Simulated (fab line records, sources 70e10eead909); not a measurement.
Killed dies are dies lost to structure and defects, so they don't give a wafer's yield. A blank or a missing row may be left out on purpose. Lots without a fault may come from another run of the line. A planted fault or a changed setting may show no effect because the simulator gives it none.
Chamber matching | flow nand_harc | NHARC_A_STAIRCASE_DESCUM_443 on rie_diel-11: 4 sister chambers
The step chemistry O2, time 3 s. 4 wafers are shown with their chamber, then 9 later ones without.

WAFERS WITH THEIR CHAMBER
wafer  | chamber | showerhead_plenum_p_Torr (Torr)
L085.5 | 3       | 1.93
L089.3 | 0       | 1.77
L089.5 | 1       | 1.85
L089.6 | 2       | 1.87

WAFERS WITHOUT THEIR CHAMBER
wafer  | showerhead_plenum_p_Torr (Torr)
L091.1 | 1.77
L091.5 | 1.87
L091.6 | 1.92
L095.1 | 1.86
L095.3 | 1.92
L095.4 | 1.84
L097.1 | 1.86
L097.2 | 2.07
L097.5 | 1.92

WHICH CHAMBER EACH WENT THROUGH
wafer  | from the rows above               | in truth
L091.1 | can't be placed: 0 or 1           | 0
L091.5 | can't be placed: 2 or 1 or 3      | 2
L091.6 | can't be placed: 3 or 2 or 1      | 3
L095.1 | can't be placed: 1 or 2 or 3 or 0 | 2
L095.3 | can't be placed: 3 or 2 or 1      | 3
L095.4 | can't be placed: 1 or 2 or 0 or 3 | 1
L097.1 | can't be placed: 1 or 2 or 3 or 0 | 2
L097.2 | can't be placed: 3 or 2 or 1      | 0
L097.5 | can't be placed: 3 or 2 or 1      | 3
Placed correctly: 0 of 9. Can't be placed from these rows: 9 (the true chamber is among the candidates in 8). Placed wrongly: 0.
How it was worked out, from the rows above alone: a wafer's distance from a chamber is the root of the sum, over the readings, of the square of ((its reading less the chamber's mean) divided by the reading's scatter). The wafer belongs to the nearest chamber; if the next one is less than 2 further off, it can't be placed. A chamber's mean is the mean of its shown wafers. The scatter: with one shown wafer a chamber, the root of the mean of the squares of how far each hidden wafer lies from its nearest shown one.
